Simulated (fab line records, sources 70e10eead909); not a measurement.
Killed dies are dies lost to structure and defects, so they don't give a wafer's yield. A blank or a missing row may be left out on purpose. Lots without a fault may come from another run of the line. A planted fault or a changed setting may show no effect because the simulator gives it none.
Chamber matching | flow nand_harc | NHARC_A_WL_FILL_ALD_10 on ald_hk-01: 4 sister chambers
The step deposits SiO2, target thk 50 nm, pulse time 10 s, ald cycles 500. 18 wafers are shown with their chamber, then 9 later ones without.

WAFERS WITH THEIR CHAMBER
wafer  | chamber | heater_power_w (W) | heater_power_outer_w (W) | susceptor_temp_C (C)
L077.3 | 2       | 445                | 260                      | 299.73
L077.6 | 3       | 380                | 214                      | 299.94
L077.5 | 0       | 466                | 269                      | 300.18
L079.4 | 2       | 441                | 260                      | 299.65
L079.5 | 0       | 466                | 274                      | 300.14
L079.6 | 1       | 476                | 285                      | 299.85
L080.2 | 0       | 461                | 268                      | 299.80
L080.4 | 1       | 485                | 282                      | 299.90
L080.5 | 3       | 378                | 218                      | 299.73
L087.1 | 0       | 447                | 267                      | 300.00
L087.3 | 3       | 357                | 200                      | 300.06
L087.5 | 3       | 355                | 202                      | 299.87
L088.1 | 1       | 474                | 268                      | 300.09
L088.4 | 0       | 448                | 262                      | 299.53
L088.5 | 2       | 449                | 253                      | 299.84
L090.1 | 0       | 446                | 255                      | 300.21
L090.3 | 3       | 355                | 206                      | 300.11
L090.5 | 0       | 468                | 265                      | 300.30

SIGNATURES (means of the wafers above)
reading              | chamber 0 | chamber 1 | chamber 2 | chamber 3 | scatter within a chamber
heater_power_w       | 457.43    | 478.33    | 445.00    | 365.00    | 9.85
heater_power_outer_w | 265.71    | 278.33    | 257.67    | 208.00    | 6.83
susceptor_temp_C     | 300.0229  | 299.9467  | 299.7400  | 299.9420  | 0.205
Rule: a wafer's distance from a chamber is the root of the sum, over the readings, of the square of ((its reading less the chamber's mean) divided by the reading's scatter). The wafer belongs to the nearest chamber; if the next one is less than 2 further off, it can't be placed. The scatter: the root of (the sum of the squares of (reading less its chamber's mean) over the shown wafers, divided by (wafers less chambers)).

WAFERS WITHOUT THEIR CHAMBER
wafer  | heater_power_w (W) | heater_power_outer_w (W) | susceptor_temp_C (C)
L091.1 | 455                | 262                      | 300.10
L091.3 | 441                | 254                      | 300.03
L091.6 | 454                | 254                      | 300.15
L093.4 | 351                | 204                      | 299.69
L093.3 | 455                | 252                      | 300.01
L093.6 | 459                | 261                      | 299.88
L095.4 | 447                | 259                      | 300.22
L095.5 | 355                | 200                      | 299.93
L095.6 | 454                | 260                      | 300.15

WHICH CHAMBER EACH WENT THROUGH
wafer  | from the rows above     | in truth
L091.1 | can't be placed: 0 or 2 | 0
L091.3 | can't be placed: 2 or 0 | 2
L091.6 | can't be placed: 0 or 2 | 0
L093.4 | 3                       | 3
L093.3 | can't be placed: 2 or 0 | 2
L093.6 | can't be placed: 0 or 2 | 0
L095.4 | can't be placed: 0 or 2 | 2
L095.5 | 3                       | 3
L095.6 | can't be placed: 0 or 2 | 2
Placed correctly: 2 of 9. Can't be placed from these rows: 7 (the true chamber is among the candidates in 7). Placed wrongly: 0.
